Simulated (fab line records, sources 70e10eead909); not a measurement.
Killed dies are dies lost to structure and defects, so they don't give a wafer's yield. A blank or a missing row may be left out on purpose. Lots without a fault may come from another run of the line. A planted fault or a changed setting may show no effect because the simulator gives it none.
fab line records | flow nand_harc
record lots=13 wafers=39 last_day=24
route steps=1159 shown P_STI@100 P_GATE@142 END@1159
lots that met no fault: from a run of the same line without faults
start_h: hours from the record's first day to the start of the lot's first wafer shown | wait_h: hours since the lot's step before | " the same as in the row above | L1.1+2: a row that stands for several wafers | - no value, or no start given | * or withheld: withheld | < > ~ a bound
route shown NAME@n: a module of which the file shows steps, and the number in the route of the first | usual: mean/standard deviation of fault-free wafers | same: alike in all rows | chamber/n: place in a boat | sites: the reading at each site | _std_site: their standard deviation | _edge_site: outer sites' mean less inner sites' | radius_mm: how far each site lies from the wafer's centre | mask NAME#n: copy n | behind: the tool/chamber that last shaped the wafer | hold: why the lot was held/for how many hours/how that ended | device: the transistor (n, p or np) that didn't switch | end of line: the same wafers' tests at the end of the route | a step without rows: its recipe alone | killed: dies lost to structure and defects at the first sort, not the wafer's yield | map: a wafer's dies, x killed, . not, _ none there
set.NAME: the setting as run; set.NAME@STEP: as run at that earlier step | model.NAME: the simulator's own value behind a step, which no gauge read
steps of the route over a sample of lots; a table a step, a row a wafer
services: from which hour (start_h, from the record's first day; less than 0 if before it) a tool's chamber was out of use, for how many hours, and why
## steps
# step NHARC_P_STI_CMP_21
# recipe t_overpolish_s=20 target_thk_nm=380.67
# usual motor_current_A=11.7/1.5 overpolish_run_s=19.999/0.009 retaining_ring_pressure_frac=1.001/0.0049
# columns lot.wafer tool chamber start_h wait_h motor_current_A overpolish_run_s retaining_ring_pressure_frac
L783.2 cmp-04 3 58.12 0.4 10.6 20.001 1.004
L783.6 " 1 " " 9.1 19.990 1.003
L783.5 " 2 " " 10.2 20.003 1.003
L784.1 cmp-01 3 62.72 0.4 12.1 20.011 1.001
L784.6 " 1 " " 11.7 19.997 1.002
L784.5 " 2 " " 12.0 19.996 1.010
L785.2 cmp-04 3 76.95 0.4 10.4 20.006 0.999
L785.4 " 2 " " 9.7 20.008 0.995
L785.6 " 0 " " 12.3 19.991 1.012
L786.2 cmp-03 3 76.96 0.4 9.6 19.997 1.002
L786.3 " 2 " " 12.3 19.999 0.996
L786.5 " 3 " " 9.7 20.011 1.003
L788.2 cmp-01 0 92.23 0.4 12.6 19.993 0.999
L788.1 " 1 " " 12.9 20.009 0.993
L788.4 " 3 " " 12.2 20.005 0.998
L789.2 cmp-03 1 92.23 0.4 11.8 19.995 1.008
L789.1 " 2 " " 12.1 20.013 0.993
L789.5 " 2 " " 12.1 20.004 0.998
L792.2 cmp-01 2 109.20 0.4 11.3 20.002 0.999
L792.1 " 1 " " 11.8 20.021 0.992
L792.5 " 2 " " 11.8 20.005 1.005
L800.1 cmp-01 1 157.65 0.4 12.5 20.011 1.009
L800.5 " 3 " " 12.5 19.999 1.002
L800.6 " 0 " " 12.6 20.009 1.001
L801.4 cmp-01 0 164.34 0.4 12.0 19.988 1.004
L801.1 " 1 " " 12.2 20.006 1.002
L801.2 " 3 " " 12.5 19.975 0.996
L802.1 cmp-03 3 172.99 0.4 10.0 19.996 1.008
L802.3 " 0 " " 14.8 19.993 1.008
L802.4 " 2 " " 12.1 20.005 1.007
L803.4 cmp-04 0 173.02 0.4 12.6 20.010 1.007
L803.3 " 1 " " 9.2 19.990 1.003
L803.1 " 2 " " 10.0 19.992 0.995
L805.4 cmp-04 3 182.57 0.4 10.8 19.987 1.002
L805.2 " 2 " " 10.7 20.013 0.997
L805.6 " 3 " " 10.2 20.007 0.996
L806.3 cmp-03 2 195.78 0.4 12.2 19.997 0.994
L806.1 " 0 " " 14.5 20.007 0.999
L806.5 " 2 " " 12.3 19.977 0.996
# step NHARC_P_GATE_OVL_MEAS_27
# usual overlay_x_nm=-0.3/0.79 overlay_y_nm=0.1/0.64
# columns lot.wafer tool chamber start_h wait_h overlay_x_nm overlay_y_nm
L783.2 overlay-02 - 89.24 - 0.9 0.1
L783.5 " - " " 0.9 0.1
L783.6 " - " " 0.6 -0.3
L784.1 overlay-02 - 95.26 - -1.0 0.4
L784.5 " - " " -1.3 -0.3
L784.6 " - " " -1.6 -0.2
L786.2 overlay-01 - 107.87 - -1.1 -0.6
L786.3 " - " " -0.9 -0.1
L786.5 " - " " -1.3 -0.4
L785.2 overlay-02 - 109.18 - -1.4 0.9
L785.4 " - " " -1.1 1.7
L785.6 " - " " -1.0 1.4
L788.1 overlay-02 - 126.84 - -0.3 0.8
L788.2 " - " " -0.4 0.8
L788.4 " - " " -0.5 0.4
L789.1 overlay-01 - 127.01 - -0.2 0.0
L789.2 " - " " 0.0 0.5
L789.5 " - " " 0.3 0.3
L792.1 overlay-01 - 141.20 - -0.2 0.0
L792.2 " - " " -0.2 -0.1
L792.5 " - " " -0.8 -0.5
L800.1 overlay-01 - 193.59 - -1.3 -0.3
L800.5 " - " " -0.3 -0.8
L800.6 " - " " -0.7 -0.4
L801.1 overlay-02 - 195.88 - -0.4 -0.1
L801.2 " - " " 0.0 -0.6
L801.4 " - " " -0.3 -0.3
L802.1 overlay-02 - 203.35 - -1.8 0.6
L802.3 " - " " -1.0 0.0
L802.4 " - " " -1.5 0.0
L803.1 overlay-02 - 203.65 - 0.8 -1.3
L803.3 " - " " 0.3 -0.7
L803.4 " - " " 0.2 -0.7
L805.2 overlay-02 - 214.84 - -0.8 -0.2
L805.4 " - " " -0.6 0.0
L805.6 " - " " -0.6 0.0
L806.1 overlay-01 - 229.13 - 0.3 0.7
L806.3 " - " " 0.6 0.2
L806.5 " - " " 0.4 0.8
# step NHARC_P_GATE_EXPOSE_43
# recipe na=0.6 target_cd_nm=720 dose_mj=14.81 mask_id=P_NSD
# columns lot.wafer tool chamber start_h wait_h mask
L783.2+5+6 krf_scanner-04 0 100.92 - P_NSD#0
L784.1+5+6 krf_scanner-02 0 107.01 - P_NSD#0
L786.2+3+5 krf_scanner-01 0 119.75 - P_NSD#0
L785.2+4+6 krf_scanner-01 0 120.76 - P_NSD#0
L788.1+2+4 krf_scanner-04 0 138.51 - P_NSD#0
L789.1+2+5 krf_scanner-01 0 138.92 - P_NSD#0
L792.1+2+5 krf_scanner-01 0 153.02 - P_NSD_R1#0
L800.1+5+6 krf_scanner-01 0 205.75 - P_NSD#0
L801.1+2+4 krf_scanner-01 0 209.45 - P_NSD#0
L802.1+3+4 krf_scanner-01 0 215.08 - P_NSD#0
L803.1+3+4 krf_scanner-04 0 215.59 - P_NSD#0
L805.2+4+6 krf_scanner-01 0 226.67 - P_NSD#0
L806.1+3+5 krf_scanner-04 0 241.02 - P_NSD#0
# step NHARC_P_GATE_CD_MEAS_46
# recipe target_cd_nm=720 landing_energy_ev=500
# usual cd_nm=719.0/1.7
# columns lot.wafer tool chamber start_h wait_h cd_nm
L783.2 cd_sem-02 0 101.07 - 721.1
L783.5 " 0 " " 719.9
L783.6 " 0 " " 719.8
L784.1 cd_sem-02 0 107.17 - 716.6
L784.5 " 0 " " 719.2
L784.6 " 0 " " 717.4
L786.2 cd_sem-01 0 119.90 - 719.3
L786.3 " 0 " " 719.4
L786.5 " 0 " " 718.3
L785.2 cd_sem-01 0 120.91 - 720.8
L785.4 " 0 " " 720.3
L785.6 " 0 " " 718.9
L788.1 cd_sem-03 0 138.67 - 719.3
L788.2 " 0 " " 717.0
L788.4 " 0 " " 717.2
L789.1 cd_sem-03 0 139.07 - 718.5
L789.2 " 0 " " 719.8
L789.5 " 0 " " 719.6
L792.1 cd_sem-03 0 153.18 - 604.0
L792.2 " 0 " " 605.4
L792.5 " 0 " " 602.4
L800.1 cd_sem-01 0 205.91 - 718.8
L800.5 " 0 " " 721.8
L800.6 " 0 " " 715.7
L801.1 cd_sem-03 0 209.61 - 719.1
L801.2 " 0 " " 716.3
L801.4 " 0 " " 719.9
L802.1 cd_sem-03 0 215.23 - 718.8
L802.3 " 0 " " 719.7
L802.4 " 0 " " 719.3
L803.1 cd_sem-03 0 215.74 - 720.6
L803.3 " 0 " " 718.4
L803.4 " 0 " " 718.5
L805.2 cd_sem-02 0 226.82 - 722.1
L805.4 " 0 " " 716.4
L805.6 " 0 " " 718.2
L806.1 cd_sem-01 0 241.18 - 718.0
L806.3 " 0 " " 721.1
L806.5 " 0 " " 720.4
# step NHARC_P_GATE_STRIP_75
# recipe power_w=1500 temp_c=250 chemistry=O2
# usual drypump_motor_current_A=6.0/0.42 heater_power_w=313/14 temp_c=249.99/0.18
# columns lot.wafer tool chamber start_h wait_h drypump_motor_current_A heater_power_w rf_hours_counter_h temp_c
L783.2 plasma_asher-02 0 102.83 0.3 6.1 300 30 249.79
L783.5 " 0 " " 6.1 300 - 249.79
L783.6 " 1 " " 5.3 300 - 250.01
L784.1 plasma_asher-01 1 108.51 0.3 6.2 330 0 250.00
L784.6 " 1 " " 6.3 323 - 249.99
L784.5 " 0 " " 6.3 314 - 250.15
L786.2 plasma_asher-02 1 120.83 0.2 5.3 296 38 249.44
L786.3 " 1 " " 5.3 304 - 249.79
L786.5 " 0 " " 6.1 296 - 250.11
L785.2 plasma_asher-02 0 122.28 0.3 6.1 300 40 249.70
L785.4 " 0 " " 6.1 294 - 249.84
L785.6 " 1 " " 5.3 292 - 249.85
L788.1 plasma_asher-02 1 139.53 0.2 5.3 301 46 250.03
L788.2 " 0 " " 6.1 302 46 250.25
L788.4 " 0 " " 6.1 301 - 250.09
L789.1 plasma_asher-01 1 139.94 0.3 6.3 338 7 249.88
L789.2 " 0 " " 6.4 311 7 250.05
L789.5 " 0 " " 6.4 321 - 249.89
L792.1 plasma_asher-01 0 154.03 0.2 6.3 325 11 250.02
L792.2 " 1 " " 6.2 336 11 249.89
L792.5 " 0 " " 6.3 314 - 249.81
L800.1 plasma_asher-01 0 206.75 0.2 6.4 324 31 250.11
L800.6 " 1 " " 6.3 333 - 249.93
L800.5 " 0 " " 6.4 321 - 250.06
L801.2 plasma_asher-02 1 210.66 0.2 5.3 305 6 249.75
L801.1 " 0 " " 6.1 310 6 249.91
L801.4 " 1 " " 5.3 300 - 249.92
L802.1 plasma_asher-01 0 216.50 0.2 6.4 308 34 249.87
L802.4 " 0 " " 6.4 318 - 250.14
L802.3 " 1 " " 6.2 336 - 249.86
L803.1 plasma_asher-01 1 216.88 0.2 6.3 328 34 249.83
L803.4 " 0 " " 6.4 317 - 249.97
L803.3 " 1 " " 6.2 327 - 249.92
L805.2 plasma_asher-01 1 227.72 0.3 6.2 343 39 250.13
L805.4 " 1 " " 6.2 335 - 249.62
L805.6 " 0 " " 6.3 315 - 249.90
L806.1 plasma_asher-01 0 242.04 0.2 6.3 321 43 249.79
L806.3 " 0 " " 6.4 308 - 249.87
L806.5 " 0 " " 6.4 312 - 249.88
# step NHARC_END_SORT_01
# recipe temp_c=25
# usual killed_at_array=27/8 killed_at_other=0.8/1.2 killed_at_periphery=3.3/2.3 killed_dies=31/8.8 killed_open=3.2/2.1 killed_short=2.1/1.4
# same gross_dies=677
# columns lot.wafer tool chamber start_h wait_h killed_at_array killed_at_other killed_at_periphery killed_dies killed_open killed_short
L792.1 prober-02 0 493.98 2.5 16 0 210 226 3 2
L792.2 prober-02 0 494.78 2.8 27 0 194 221 4 3
L792.5 prober-02 0 497.20 3.7 21 0 194 215 3 0
# killed by level:class
L792.1 P_GATE:area_expose=207 A_CHANNEL_HOLE_D1:chamber_film_flake=6 A_CONTACT:chamber_film_flake=3 P_ZERO_WELL:chamber_film_flake=2 A_ONON_D1:geometric_particle:open=1 A_WL_FILL:geometric_particle:short=1 A_WL_FILL:geometric_particle:open=1 A_M0:geometric_particle:open=1
L792.2 P_GATE:area_expose=190 A_CHANNEL_HOLE_D1:chamber_film_flake=11 A_CHANNEL_FILL_D1:chamber_film_flake=4 A_WL_FILL:chamber_film_flake=3 A_ONON_D1:geometric_particle:open=2 A_CONTACT:geometric_particle:short=2 P_ZERO_WELL:chamber_film_flake=2 A_CONTACT:chamber_film_flake=2
L792.5 P_GATE:area_expose=192 A_CHANNEL_HOLE_D1:chamber_film_flake=11 A_CONTACT:chamber_film_flake=5 A_M0:geometric_particle:open=2 P_ZERO_WELL:chamber_film_flake=2 A_WL_FILL:geometric_particle:open=1 A_CHANNEL_FILL_D1:chamber_film_flake=1 A_WL_FILL:chamber_film_flake=1
## services
# columns tool chamber start_h hours kind
cmp-03 - 53.63 5.4 repair
cmp-01 - 59.62 2.3 repair
krf_scanner-04 - 65.63 0.8 repair
plasma_asher-01 - 66.43 0.4 repair
krf_scanner-04 - 77.82 5.7 repair
cmp-04 - 80.40 1.0 repair
cmp-01 - 81.50 4.0 pm
krf_scanner-01 - 82.94 5.7 repair
cmp-03 - 83.15 1.4 repair
plasma_asher-01 - 99.20 9.0 pm
cmp-03 - 102.85 4.9 repair
cmp-04 - 106.23 4.0 pm
cmp-01 - 106.35 1.7 repair
plasma_asher-01 - 110.25 13.7 repair
krf_scanner-04 - 126.00 4.0 pm
krf_scanner-01 - 132.11 1.1 repair
cmp-04 - 143.06 22.6 repair
plasma_asher-01 - 151.27 1.7 repair
krf_scanner-01 - 164.14 0.3 repair
krf_scanner-01 - 167.30 0.5 repair
plasma_asher-02 - 174.65 0.9 repair
cmp-01 - 179.50 4.0 pm
plasma_asher-02 - 185.16 9.0 pm
plasma_asher-02 - 215.56 1.7 repair
## key
first_sign step=NHARC_P_GATE_EXPOSE_43 reading=mask direction=changed
effect step=NHARC_P_GATE_CD_MEAS_46 reading=cd_nm direction=down sigmas=69 usual=719.0 struck=604.0
effect step=NHARC_END_SORT_01 reading=killed_at_periphery direction=up sigmas=85 usual=3.3 struck=199.3
more_kills_born_at NHARC_P_GATE_EXPOSE_43@krf_scanner-01=589
met_at NHARC_P_GATE_EXPOSE_43
struck_lots L792
tester_left_out L792
not_acting_at NHARC_P_STI_CMP_21,NHARC_P_GATE_OVL_MEAS_27,NHARC_P_GATE_STRIP_75
onset_between 138.92 153.02
fault kind=wrong_mask tool=any chamber=- onset_h=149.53 steps=NHARC_P_GATE_EXPOSE_43 aux_copy=P_NSD_R1#0 cd_offset_nm=-114.28 scope=struck_lots_only
# tester_left_out: of these lots the tester's yield and bins aren't shown, on N5 and GAA mostly nor the transistor test; their killed dies are dies lost to structure and defects alone, not to doping, threshold or leakage, so they don't give the yield
